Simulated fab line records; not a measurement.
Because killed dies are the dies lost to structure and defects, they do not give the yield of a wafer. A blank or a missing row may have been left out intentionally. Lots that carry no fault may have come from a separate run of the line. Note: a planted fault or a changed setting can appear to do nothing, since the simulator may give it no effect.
fab line records	flow nandHarc
record: lots: 24	wafers: 72	lastDay: 35
route steps=1302 shown A_SLIT@933 A_CONTACT@1003
lots that met no fault: taken from a fault-free run of the same line
startH: hours from the record's first day to the start of the lot's first wafer shown	waitH: how many hours have passed since the lot's step before this one	" repeats the value in the row above	L1.1+2: several wafers, shown together as one row	- no value present, or no start provided	* or withheld: withheld	< > ~ a bound
route shown NAME@n: a module of which the file shows steps, and the number in the route of the first	usual: mean/standard deviation of fault-free wafers	same: alike in all rows	chamber/n: place in a boat	sites: the reading at each site	_std_site: standard deviation across them	_edge_site: inner sites' mean taken away from outer sites' mean	radiusMm: for every site, how far away it sits from the centre of the wafer	mask NAME#n: copy n	behind: tool/chamber where the wafer was last shaped	hold: why the lot went on hold/how many hours it stayed there/how the hold came to an end	device: names the non-switching transistor (n, p or np)	end of line: at the end of the route, the tests of the same wafers	a step without rows: its recipe alone	killed: the dies lost at the first sort to structure and to defects; this is not the yield of the wafer	map: per-die view of a wafer (x killed, . not killed, _ where there is no die)
set.NAME: the setting the step ran with; set.NAME@STEP: the setting that earlier step ran with	model.NAME: the simulator's own value behind a step, which no gauge read
steps of the route over a sample of lots; a table a step, a row a wafer
services: the hour from which a tool's chamber was out of use, counted from the record's first day as startH (under 0 if before that day), plus the number of hours and why
== steps ==
step: NHARC_A_SLIT_CD_MEAS_09
recipe: targetCdNm: 300	landingEnergyEv: 500
usual: cdNm: 300.1/0.73
lot.wafer	tool	chamber	startH	waitH	cdNm
L075.1	cdSem-03	0	465.98	-	300.4
L075.3	"	0	"	"	299.8
L075.4	"	0	"	"	299.9
L074.2	cdSem-03	0	466.80	-	298.8
L074.3	"	0	"	"	299.7
L074.5	"	0	"	"	299.5
L076.2	cdSem-03	0	467.87	-	300.3
L076.4	"	0	"	"	301.3
L076.5	"	0	"	"	301.1
L077.1	cdSem-01	0	494.29	-	301.0
L077.5	"	0	"	"	300.8
L077.6	"	0	"	"	300.6
L082.2	cdSem-03	0	546.55	-	300.4
L082.3	"	0	"	"	300.8
L082.6	"	0	"	"	301.2
L081.1	cdSem-02	0	547.33	-	299.1
L081.3	"	0	"	"	299.5
L081.6	"	0	"	"	299.3
L078.1	cdSem-02	0	550.08	-	300.4
L078.3	"	0	"	"	301.1
L078.5	"	0	"	"	300.8
L084.3	cdSem-01	0	563.64	-	300.7
L084.4	"	0	"	"	300.3
L084.5	"	0	"	"	300.0
L080.2	cdSem-03	0	563.79	-	299.8
L080.4	"	0	"	"	299.9
L080.5	"	0	"	"	299.2
L083.1	cdSem-01	0	567.44	-	301.0
L083.2	"	0	"	"	300.5
L083.4	"	0	"	"	300.0
L079.1	cdSem-02	0	585.47	-	300.2
L079.3	"	0	"	"	299.3
L079.5	"	0	"	"	299.5
L085.3	cdSem-02	0	585.69	-	300.8
L085.4	"	0	"	"	301.2
L085.6	"	0	"	"	301.0
L086.1	cdSem-02	0	588.77	-	301.3
L086.3	"	0	"	"	301.6
L086.4	"	0	"	"	301.1
L088.3	cdSem-01	0	589.61	-	299.8
L088.4	"	0	"	"	299.3
L088.5	"	0	"	"	300.0
L087.1	cdSem-03	0	593.38	-	300.3
L087.2	"	0	"	"	300.0
L087.5	"	0	"	"	299.6
L089.4	cdSem-01	0	597.73	-	299.4
L089.5	"	0	"	"	299.6
L089.6	"	0	"	"	299.4
L090.1	cdSem-01	0	602.37	-	300.7
L090.3	"	0	"	"	301.0
L090.5	"	0	"	"	300.7
L091.1	cdSem-01	0	603.76	-	298.6
L091.5	"	0	"	"	298.8
L091.6	"	0	"	"	299.0
L092.1	cdSem-01	0	634.96	-	300.4
L092.5	"	0	"	"	300.5
L092.6	"	0	"	"	300.1
L093.1	cdSem-01	0	646.55	-	299.2
L093.2	"	0	"	"	299.3
L093.5	"	0	"	"	299.5
L094.1	cdSem-03	0	647.50	-	299.7
L094.2	"	0	"	"	299.8
L094.3	"	0	"	"	299.9
L095.1	cdSem-01	0	682.51	-	299.8
L095.3	"	0	"	"	299.3
L095.5	"	0	"	"	299.9
L096.3	cdSem-02	0	684.43	-	299.4
L096.5	"	0	"	"	299.5
L096.6	"	0	"	"	299.4
L097.2	cdSem-01	0	718.36	-	300.6
L097.3	"	0	"	"	299.9
L097.6	"	0	"	"	299.7
step: NHARC_A_SLIT_OVL_MEAS_10
usual: overlayXNm: 0.0/0.82	overlayYNm: 0.2/0.72
lot.wafer	tool	chamber	startH	waitH	overlayXNm	overlayYNm
L075.1	overlay-02	-	466.07	-	0.0	-0.4
L075.3	"	-	"	"	-0.2	-0.1
L075.4	"	-	"	"	-0.6	0.4
L074.2	overlay-02	-	466.89	-	0.4	1.0
L074.3	"	-	"	"	-0.1	1.0
L074.5	"	-	"	"	0.4	0.4
L076.2	overlay-02	-	467.95	-	0.6	0.0
L076.4	"	-	"	"	-0.7	0.1
L076.5	"	-	"	"	0.1	-0.5
L077.1	overlay-02	-	494.38	-	0.2	0.5
L077.5	"	-	"	"	0.2	0.7
L077.6	"	-	"	"	1.3	0.5
L082.2	overlay-02	-	546.63	-	0.7	0.8
L082.3	"	-	"	"	0.2	0.7
L082.6	"	-	"	"	0.4	0.4
L081.1	overlay-01	-	547.42	-	-0.2	-0.2
L081.3	"	-	"	"	0.4	-0.2
L081.6	"	-	"	"	0.0	-0.5
L078.1	overlay-01	-	550.17	-	-1.5	-1.0
L078.3	"	-	"	"	-1.3	-1.0
L078.5	"	-	"	"	-1.6	-1.1
L084.3	overlay-02	-	563.73	-	0.2	0.1
L084.4	"	-	"	"	-0.5	-0.1
L084.5	"	-	"	"	-0.2	-0.2
L080.2	overlay-01	-	563.88	-	0.1	0.9
L080.4	"	-	"	"	0.5	0.3
L080.5	"	-	"	"	-0.2	0.0
L083.1	overlay-01	-	567.53	-	0.1	-0.1
L083.2	"	-	"	"	0.1	0.1
L083.4	"	-	"	"	-0.1	0.8
L079.1	overlay-02	-	585.56	-	-0.5	-0.9
L079.3	"	-	"	"	-0.5	-0.4
L079.5	"	-	"	"	-0.3	-1.1
L085.3	overlay-02	-	585.77	-	0.0	0.2
L085.4	"	-	"	"	-0.3	0.7
L085.6	"	-	"	"	0.0	0.9
L086.1	overlay-02	-	588.86	-	-0.4	-0.6
L086.3	"	-	"	"	-0.1	-0.4
L086.4	"	-	"	"	0.0	-0.2
L088.3	overlay-01	-	589.69	-	0.4	0.1
L088.4	"	-	"	"	1.3	0.3
L088.5	"	-	"	"	0.3	-0.2
L087.1	overlay-01	-	593.47	-	-0.2	1.3
L087.2	"	-	"	"	-0.2	1.4
L087.5	"	-	"	"	-0.7	1.7
L089.4	overlay-01	-	597.81	-	0.5	0.6
L089.5	"	-	"	"	0.4	0.2
L089.6	"	-	"	"	-0.1	0.6
L090.1	overlay-02	-	602.45	-	1.8	1.9
L090.3	"	-	"	"	2.0	1.6
L090.5	"	-	"	"	1.5	1.2
L091.1	overlay-01	-	603.85	-	0.4	0.4
L091.5	"	-	"	"	0.5	0.0
L091.6	"	-	"	"	1.0	0.3
L092.1	overlay-02	-	635.05	-	0.5	0.1
L092.5	"	-	"	"	0.8	-0.3
L092.6	"	-	"	"	0.7	0.1
L093.1	overlay-01	-	646.64	-	-1.6	-0.9
L093.2	"	-	"	"	-1.6	-0.2
L093.5	"	-	"	"	-1.5	-0.7
L094.1	overlay-02	-	647.59	-	-0.6	-0.7
L094.2	"	-	"	"	-0.1	0.1
L094.3	"	-	"	"	0.0	-0.6
L095.1	overlay-02	-	682.60	-	1.8	2.2
L095.3	"	-	"	"	1.9	1.8
L095.5	"	-	"	"	1.7	1.5
L096.3	overlay-01	-	684.51	-	-1.0	-0.4
L096.5	"	-	"	"	-0.5	-0.3
L096.6	"	-	"	"	-0.6	-0.5
L097.2	overlay-01	-	718.44	-	-0.3	-0.6
L097.3	"	-	"	"	-0.8	-0.3
L097.6	"	-	"	"	-0.4	-0.2
step: NHARC_A_SLIT_ETCH_17
recipe: biasV: 900	sourceW: withheld	pressureMtorr: 20	arFlowSccm: 375	c4f8FlowSccm: 83.3	o2FlowSccm: 41.7	timeS: 4254.5	targetDepthA: 2.03e+05	chemistry: C4F8/O2/Ar
usual: drypumpMotorCurrentA: 5.88/0.21	o2FlowSccm: 41.69/0.13	showerheadPlenumPTorr: 3.77/0.14	throttleValvePct: 32.047/0.0086
lot.wafer	tool	chamber	startH	waitH	drypumpMotorCurrentA	o2FlowSccm	rfHoursCounterH	showerheadPlenumPTorr	throttleValvePct
L075.1	harEtch-01	1	467.43	-	5.85	41.80	272	3.60	32.047
L075.4	"	1	468.63	-	5.86	41.78	-	3.60	32.043
L075.3	"	0	"	"	5.65	41.72	-	3.64	32.054
L074.2	harEtch-02	0	468.23	-	5.72	41.58	47	3.91	32.031
L074.3	"	0	469.43	-	5.72	41.71	-	3.91	32.058
L074.5	"	1	471.23	-	6.19	41.49	-	3.91	32.033
L076.2	harEtch-01	0	471.21	-	5.65	41.65	276	3.64	32.068
L076.4	"	1	473.00	-	5.83	41.63	-	3.60	32.052
L076.5	"	0	"	"	5.65	41.54	-	3.64	32.036
L077.1	harEtch-01	0	496.33	-	5.65	41.92	287	3.63	32.050
L077.6	"	1	498.13	-	5.86	41.75	-	3.59	32.052
L077.5	"	0	"	"	5.65	41.85	-	3.63	32.046
L082.2	harEtch-02	1	549.00	-	6.19	41.45	82	3.89	32.051
L082.3	"	0	"	"	5.74	41.58	-	3.89	32.052
L082.6	"	1	551.46	-	6.22	41.58	-	3.89	32.048
L081.1	harEtch-02	0	552.26	-	5.72	41.71	85	3.89	32.042
L081.3	"	0	553.48	-	5.73	41.78	-	3.89	32.045
L081.6	"	1	555.29	-	6.14	41.56	-	3.89	32.059
L078.1	harEtch-02	0	556.68	-	5.74	41.67	89	3.89	32.034
L078.3	"	1	"	"	6.20	41.88	-	3.89	32.046
L078.5	"	1	558.46	-	6.17	41.90	-	3.89	32.055
L084.3	harEtch-02	1	566.31	-	6.09	41.76	-	3.89	32.035
L084.4	"	0	"	"	5.74	41.53	-	3.89	32.059
L084.5	"	0	568.14	-	5.74	41.43	-	3.89	32.048
L080.2	harEtch-02	1	568.93	-	6.21	41.76	100	3.88	32.052
L080.4	"	1	570.15	-	6.22	41.61	-	3.88	32.059
L080.5	"	1	571.36	-	6.13	41.64	-	3.88	32.029
L083.1	harEtch-01	1	569.02	-	5.85	41.75	326	3.57	32.049
L083.2	"	1	570.24	-	5.84	41.77	-	3.57	32.028
L083.4	"	1	572.66	-	5.85	41.72	-	3.57	32.051
L079.1	harEtch-01	0	586.90	-	5.64	41.77	318	3.61	32.044
L079.3	"	1	588.72	-	5.85	41.66	-	3.56	32.057
L079.5	"	0	"	"	5.65	41.63	-	3.61	32.041
L085.4	harEtch-02	0	588.66	-	5.76	41.79	-	3.87	32.040
L085.3	"	1	"	"	6.15	41.81	-	3.87	32.058
L085.6	"	1	590.46	-	6.20	41.58	-	3.87	32.048
L086.1	harEtch-02	1	591.86	-	6.17	41.66	119	3.87	32.047
L086.4	"	0	"	"	5.77	41.66	-	3.87	32.040
L086.3	"	1	"	"	6.20	41.85	-	3.87	32.038
L087.1	harEtch-02	1	595.12	-	6.20	41.65	123	3.87	32.050
L087.2	"	0	"	"	5.73	41.68	123	3.87	32.046
L087.5	"	1	597.56	-	6.25	41.68	-	3.87	32.031
L088.4	harEtch-01	1	596.10	-	5.86	41.76	-	3.56	32.041
L088.3	"	0	"	"	5.65	41.84	-	3.61	32.052
L088.5	"	0	597.92	-	5.66	41.56	-	3.61	32.048
L089.4	harEtch-02	1	600.36	-	6.17	41.55	-	3.87	32.044
L089.6	"	1	601.56	-	6.15	41.47	-	3.87	32.059
L089.5	"	0	"	"	5.73	41.56	-	3.87	32.049
L090.1	harEtch-02	0	604.66	-	5.73	41.79	130	3.87	32.042
L090.3	"	0	605.87	-	5.73	41.73	-	3.87	32.039
L090.5	"	0	607.07	-	5.73	41.98	-	3.87	32.033
L091.1	harEtch-01	0	607.05	-	5.64	41.89	337	3.60	32.037
L091.6	"	0	609.47	-	5.64	41.91	-	3.60	32.049
L091.5	"	1	"	"	5.86	41.65	-	3.55	32.058
L092.1	harEtch-02	1	637.08	-	6.18	41.93	146	3.86	32.045
L092.6	"	0	638.90	-	5.74	41.57	-	3.86	32.056
L092.5	"	1	"	"	6.16	41.82	-	3.86	32.042
L093.1	harEtch-01	1	647.99	-	5.84	41.73	379	3.54	32.051
L093.2	"	0	"	"	5.65	41.69	357	3.59	32.048
L093.5	"	1	650.37	-	5.85	41.65	-	3.54	32.043
L094.1	harEtch-02	1	649.18	-	6.18	41.62	153	3.85	32.046
L094.2	"	0	"	"	5.74	41.59	153	3.85	32.053
L094.3	"	1	"	"	6.17	41.59	-	3.85	32.044
L095.1	harEtch-02	1	683.95	-	6.15	41.91	169	3.84	32.028
L095.3	"	1	685.17	-	6.17	41.81	-	3.84	32.047
L095.5	"	1	686.38	-	6.20	41.74	-	3.84	32.045
L096.3	harEtch-01	1	687.07	-	5.88	41.47	-	3.53	32.056
L096.6	"	1	688.28	-	5.87	41.55	-	3.53	32.048
L096.5	"	0	"	"	5.65	41.81	-	3.58	32.052
L097.2	harEtch-02	0	719.80	-	5.73	41.64	184	3.84	32.051
L097.3	"	0	721.00	-	5.75	41.74	-	3.84	32.045
L097.6	"	1	722.80	-	6.16	41.75	-	3.84	32.050
step: NHARC_A_CONTACT_ETCH_50
recipe: targetDepthA: 1210	timeS: 60.5	cf4FlowSccm: 100	chf3FlowSccm: 30	arFlowSccm: 0	rfW: 500	biasW: 200	chemistry: CF4/CHF3
usual: drypumpMotorCurrentA: 5.8/0.58	oesProductAu: 0.947/0.023	rfFwdPowerW: 495.5/1.9	rfVppV: 370.1/2.3	showerheadPlenumPTorr: 1.56/0.062	throttleValvePct: 16.802/0.0097
lot.wafer	tool	chamber	startH	waitH	drypumpMotorCurrentA	oesProductAu	rfFwdPowerW	rfHoursCounterH	rfVppV	showerheadPlenumPTorr	throttleValvePct
L075.4	rieDiel-04	1	-	-	5.6	0.971	493.8	25	371.6	1.60	16.792
L075.3	"	2	"	"	5.2	0.994	498.4	24	368.5	1.51	16.802
L075.1	"	3	"	"	6.2	0.970	492.4	25	371.5	1.60	16.817
L074.2	rieDiel-01	0	-	-	6.7	0.913	496.0	37	373.9	1.62	16.813
L074.3	"	1	"	"	6.4	0.919	491.2	37	366.6	1.49	16.814
L074.5	"	0	"	"	6.7	0.920	496.2	-	372.7	1.62	16.780
L076.4	rieDiel-01	1	-	-	6.3	0.934	492.6	40	366.8	1.49	16.805
L076.2	"	2	"	"	4.8	0.931	497.2	34	370.1	1.54	16.811
L076.5	"	0	"	"	6.7	0.932	495.0	-	372.7	1.62	16.792
L077.1	rieDiel-10	2	-	-	5.1	0.986	494.3	33	368.3	1.50	16.797
L077.6	"	0	"	"	5.3	0.957	494.6	-	368.4	1.52	16.811
L077.5	"	1	"	"	5.8	0.958	497.0	-	367.2	1.47	16.799
L082.3	rieDiel-10	0	-	-	5.3	0.930	493.3	43	367.7	1.52	16.799
L082.2	"	1	"	"	5.8	0.926	498.1	47	367.1	1.47	16.794
L082.6	"	0	"	"	5.3	0.935	494.8	-	368.6	1.52	16.814
L081.1	rieDiel-01	0	-	-	6.7	0.929	498.2	8	372.5	1.61	16.798
L081.3	"	2	"	"	4.8	0.923	497.8	11	368.9	1.54	16.801
L081.6	"	0	"	"	6.8	0.929	498.0	-	372.1	1.61	16.796
L078.3	rieDiel-04	3	-	-	6.2	0.948	496.6	2	370.8	1.60	16.823
L078.1	"	1	"	"	5.7	0.967	497.5	2	372.0	1.60	16.780
L078.5	"	3	"	"	6.2	0.966	497.9	-	372.2	1.60	16.790
L084.4	rieDiel-04	1	-	-	5.6	0.945	493.0	4	371.9	1.60	16.806
L084.3	"	3	"	"	6.2	0.947	493.4	4	372.7	1.60	16.800
L084.5	"	1	"	"	5.6	0.949	493.7	-	371.8	1.60	16.812
L080.4	rieDiel-04	0	-	-	6.4	0.970	495.9	7	372.6	1.66	16.789
L080.2	"	3	"	"	6.2	0.961	496.3	7	371.2	1.60	16.828
L080.5	"	1	"	"	5.6	0.980	493.6	-	372.1	1.60	16.794
L083.2	rieDiel-04	3	-	-	6.2	0.958	495.3	9	371.5	1.60	16.819
L083.4	"	0	"	"	6.3	0.978	492.7	9	372.9	1.66	16.804
L083.1	"	2	"	"	5.1	0.949	498.3	8	366.3	1.50	16.816
L085.3	rieDiel-04	0	-	-	6.3	0.969	493.9	13	371.4	1.65	16.818
L085.4	"	3	"	"	6.2	0.969	496.6	13	371.6	1.60	16.799
L085.6	"	1	"	"	5.6	0.956	494.7	-	372.1	1.60	16.795
L086.1	rieDiel-01	2	-	-	4.8	0.940	495.3	24	369.6	1.53	16.817
L086.4	"	3	"	"	6.2	0.947	495.9	20	368.9	1.53	16.801
L086.3	"	0	"	"	6.7	0.948	498.3	17	371.5	1.61	16.787
L079.3	rieDiel-01	1	-	-	6.4	0.921	491.7	27	368.2	1.48	16.805
L079.1	"	3	"	"	6.1	0.931	496.8	20	370.4	1.53	16.790
L079.5	"	0	"	"	6.7	0.921	494.9	-	372.2	1.61	16.802
L087.1	rieDiel-01	2	-	-	4.8	0.923	499.0	27	367.9	1.53	16.800
L087.2	"	0	"	"	6.7	0.932	499.6	19	370.8	1.61	16.806
L087.5	"	2	"	"	4.8	0.919	498.2	-	368.9	1.53	16.802
L088.3	rieDiel-04	3	-	-	6.2	0.918	493.9	15	369.7	1.60	16.798
L088.4	"	1	"	"	5.7	0.920	493.9	14	372.8	1.60	16.796
L088.5	"	0	"	"	6.3	0.932	494.7	-	372.8	1.65	16.819
L089.5	rieDiel-10	2	-	-	5.1	0.980	495.0	-	368.4	1.49	16.810
L089.4	"	3	"	"	5.4	0.968	494.0	-	372.6	1.64	16.797
L089.6	"	0	"	"	5.4	0.959	495.7	-	368.1	1.51	16.788
L090.3	rieDiel-01	2	-	-	4.8	0.964	495.9	29	368.4	1.53	16.796
L090.1	"	0	"	"	6.7	0.975	497.1	22	372.5	1.61	16.809
L090.5	"	2	"	"	4.8	0.958	497.1	-	369.2	1.53	16.797
L091.1	rieDiel-04	2	-	-	5.2	0.959	496.5	18	367.4	1.50	16.795
L091.6	"	1	"	"	5.7	0.965	496.0	-	371.5	1.60	16.795
L091.5	"	2	"	"	5.2	0.953	495.2	-	368.1	1.50	16.801
L092.1	rieDiel-10	3	-	-	5.3	0.921	495.1	24	373.0	1.64	16.808
L092.6	"	0	"	"	5.3	0.928	492.3	-	369.2	1.51	16.786
L092.5	"	1	"	"	5.8	0.919	497.2	-	365.5	1.46	16.795
L093.1	rieDiel-04	0	-	-	6.3	0.920	494.8	27	373.2	1.65	16.797
L093.2	"	1	"	"	5.6	0.916	495.0	24	370.0	1.60	16.795
L093.5	"	1	"	"	5.6	0.929	494.7	-	370.7	1.60	16.810
L094.1	rieDiel-10	2	-	-	5.1	0.991	494.8	29	367.4	1.48	16.796
L094.3	"	0	"	"	5.4	0.966	497.6	26	368.3	1.51	16.814
L094.2	"	1	"	"	5.8	0.967	496.4	26	366.5	1.46	16.809
L095.3	rieDiel-04	1	-	-	5.7	0.983	495.7	0	372.1	1.60	16.797
L095.1	"	0	"	"	6.3	0.972	496.9	0	373.8	1.65	16.801
L095.5	"	2	"	"	5.2	0.946	496.0	-	369.4	1.50	16.801
L096.3	rieDiel-01	3	-	-	6.1	0.908	498.9	51	368.9	1.53	16.796
L096.5	"	2	"	"	4.8	0.924	495.6	-	368.8	1.53	16.785
L096.6	"	3	"	"	6.2	0.920	496.4	-	369.3	1.53	16.795
L097.3	rieDiel-04	3	-	-	6.2	0.954	495.5	5	370.1	1.59	16.817
L097.2	"	2	"	"	5.2	0.975	494.5	5	368.4	1.50	16.801
L097.6	"	0	"	"	6.3	0.937	494.5	-	373.1	1.65	16.791
step: NHARC_A_CONTACT_ETCH_117
recipe: sourceW: withheld	pressureMtorr: 20	biasV: 3000	timeS: 190	targetDepthA: 18500	arFlowSccm: withheld	c4f8FlowSccm: withheld	o2FlowSccm: withheld	chemistry: C4F8/O2/Ar
lot.wafer	tool	chamber	startH	waitH	rfHoursCounterH
L075.1	harCapEtch-03	1	506.75	0.1	39
L075.3	"	1	"	"	-
L075.4	"	0	"	"	-
L074.2	harCapEtch-02	1	507.74	0.1	84
L074.3	"	1	"	"	-
L074.5	"	1	"	"	-
L076.2	harCapEtch-02	0	513.92	0.2	87
L076.4	"	0	"	"	-
L076.5	"	0	"	"	-
L077.1	harCapEtch-03	1	535.33	0.1	48
L077.5	"	1	"	"	-
L077.6	"	0	"	"	-
L082.2	harCapEtch-03	1	588.22	0.1	50
L082.3	"	0	"	"	-
L082.6	"	1	"	"	-
L081.1	harCapEtch-02	0	595.30	0.1	93
L081.3	"	1	"	"	-
L081.6	"	1	"	"	-
L078.1	harCapEtch-01	0	596.10	0.1	7
L078.3	"	0	"	"	-
L078.5	"	0	"	"	-
L084.4	harCapEtch-02	0	604.20	0.1	-
L084.3	"	1	"	"	-
L084.5	"	0	"	"	-
L080.2	harCapEtch-02	0	611.59	0.1	98
L080.4	"	0	"	"	-
L080.5	"	1	"	"	-
L083.1	harCapEtch-03	1	620.87	0.2	56
L083.2	"	0	"	"	56
L083.4	"	0	"	"	-
L085.3	harCapEtch-01	0	632.14	0.1	-
L085.4	"	1	"	"	-
L085.6	"	0	"	"	-
L086.1	harCapEtch-03	0	633.23	0.1	59
L086.3	"	1	"	"	-
L086.4	"	0	"	"	-
L079.1	harCapEtch-01	1	634.69	0.1	16
L079.3	"	0	"	"	-
L079.5	"	1	"	"	-
L087.2	harCapEtch-02	1	642.02	0.1	105
L087.1	"	0	"	"	105
L087.5	"	0	"	"	-
L088.3	harCapEtch-01	0	642.22	0.1	-
L088.4	"	1	"	"	-
L088.5	"	1	"	"	-
L089.4	harCapEtch-03	1	647.12	0.1	-
L089.5	"	1	"	"	-
L089.6	"	0	"	"	-
L090.1	harCapEtch-01	1	651.91	0.1	20
L090.3	"	0	"	"	-
L090.5	"	0	"	"	-
L091.1	harCapEtch-01	1	658.74	0.1	23
L091.6	"	1	"	"	-
L091.5	"	0	"	"	-
L092.1	harCapEtch-01	1	683.55	0.1	29
L092.6	"	1	"	"	-
L092.5	"	0	"	"	-
L094.1	harCapEtch-01	0	691.85	0.1	32
L094.2	"	1	"	"	32
L094.3	"	0	"	"	-
L093.2	harCapEtch-03	1	691.98	0.2	76
L093.1	"	0	"	"	76
L093.5	"	1	"	"	-
L095.1	harCapEtch-03	0	725.87	0.1	80
L095.3	"	0	"	"	-
L095.5	"	0	"	"	-
L096.3	harCapEtch-01	1	726.10	0.1	-
L096.5	"	0	"	"	-
L096.6	"	1	"	"	-
L097.2	harCapEtch-03	0	759.80	0.1	84
L097.3	"	1	"	"	-
L097.6	"	0	"	"	-
step: NHARC_A_CONTACT_ETCH_120
recipe: sourceW: withheld	pressureMtorr: 20	biasV: 3000	timeS: 190	targetDepthA: 18500	arFlowSccm: withheld	c4f8FlowSccm: withheld	o2FlowSccm: withheld	chemistry: C4F8/O2/Ar
lot.wafer	tool	chamber	startH	waitH	rfHoursCounterH
L075.1	harCapEtch-03	1	507.26	0.1	39
L075.3	"	1	"	"	-
L075.4	"	0	"	"	-
L074.2	harCapEtch-02	1	508.26	0.1	85
L074.3	"	1	"	"	-
L074.5	"	1	"	"	-
L076.2	harCapEtch-02	0	514.61	0.2	87
L076.4	"	0	"	"	-
L076.5	"	0	"	"	-
L077.1	harCapEtch-03	1	535.85	0.1	48
L077.5	"	1	"	"	-
L077.6	"	0	"	"	-
L082.2	harCapEtch-03	1	588.73	0.1	50
L082.3	"	0	"	"	-
L082.6	"	1	"	"	-
L081.1	harCapEtch-02	0	595.81	0.1	94
L081.3	"	1	"	"	-
L081.6	"	1	"	"	-
L078.1	harCapEtch-01	0	596.62	0.1	7
L078.3	"	0	"	"	-
L078.5	"	0	"	"	-
L084.4	harCapEtch-02	0	604.71	0.1	-
L084.3	"	1	"	"	-
L084.5	"	0	"	"	-
L080.2	harCapEtch-02	0	612.11	0.1	98
L080.4	"	0	"	"	-
L080.5	"	1	"	"	-
L083.1	harCapEtch-03	1	621.55	0.2	56
L083.2	"	0	"	"	56
L083.4	"	0	"	"	-
L085.3	harCapEtch-01	0	632.65	0.1	-
L085.4	"	1	"	"	-
L085.6	"	0	"	"	-
L086.1	harCapEtch-03	0	633.75	0.1	60
L086.3	"	1	"	"	-
L086.4	"	0	"	"	-
L079.1	harCapEtch-01	1	635.21	0.1	16
L079.3	"	0	"	"	-
L079.5	"	1	"	"	-
L087.2	harCapEtch-02	1	642.53	0.1	106
L087.1	"	0	"	"	106
L087.5	"	0	"	"	-
L088.3	harCapEtch-01	0	642.73	0.1	-
L088.4	"	1	"	"	-
L088.5	"	1	"	"	-
L089.4	harCapEtch-03	1	647.63	0.1	-
L089.5	"	1	"	"	-
L089.6	"	0	"	"	-
L090.1	harCapEtch-01	1	652.43	0.1	21
L090.3	"	0	"	"	-
L090.5	"	0	"	"	-
L091.1	harCapEtch-01	1	659.25	0.1	23
L091.6	"	1	"	"	-
L091.5	"	0	"	"	-
L092.1	harCapEtch-01	1	684.07	0.1	30
L092.6	"	1	"	"	-
L092.5	"	0	"	"	-
L094.1	harCapEtch-01	0	692.36	0.1	32
L094.2	"	1	"	"	32
L094.3	"	0	"	"	-
L093.2	harCapEtch-03	1	692.67	0.2	76
L093.1	"	0	"	"	76
L093.5	"	1	"	"	-
L095.1	harCapEtch-03	0	726.38	0.1	80
L095.3	"	0	"	"	-
L095.5	"	0	"	"	-
L096.3	harCapEtch-01	1	726.61	0.1	-
L096.5	"	0	"	"	-
L096.6	"	1	"	"	-
L097.2	harCapEtch-03	0	760.31	0.1	85
L097.3	"	1	"	"	-
L097.6	"	0	"	"	-
== services ==
tool	chamber	startH	hours	kind
rieDiel-04	2	451.21	9.3	repair
rieDiel-10	0	483.51	6.6	repair
harCapEtch-01	-	497.00	17.0	pm
harCapEtch-01	0	497.00	17.0	ventCycle
harCapEtch-01	1	497.00	17.0	ventCycle
rieDiel-04	2	506.30	5.7	repair
harCapEtch-01	0	514.00	-	clean
harCapEtch-01	1	514.00	-	clean
rieDiel-04	-	532.13	9.0	pm
rieDiel-01	-	557.80	9.0	pm
rieDiel-10	-	596.76	9.0	pm
harCapEtch-02	-	619.11	1.3	repair
rieDiel-01	0	619.70	6.1	repair
rieDiel-10	1	643.14	7.1	repair
rieDiel-04	1	663.57	4.8	repair
harEtch-01	-	671.16	7.6	repair
rieDiel-01	3	693.84	1.7	repair
rieDiel-10	0	699.92	2.5	repair
rieDiel-01	1	704.98	2.9	repair
harEtch-02	-	709.09	0.7	repair
rieDiel-04	-	709.13	9.0	pm
rieDiel-01	-	735.33	9.0	pm
harCapEtch-02	-	754.00	17.0	pm
harEtch-01	-	758.13	17.0	pm
== key ==
fault none
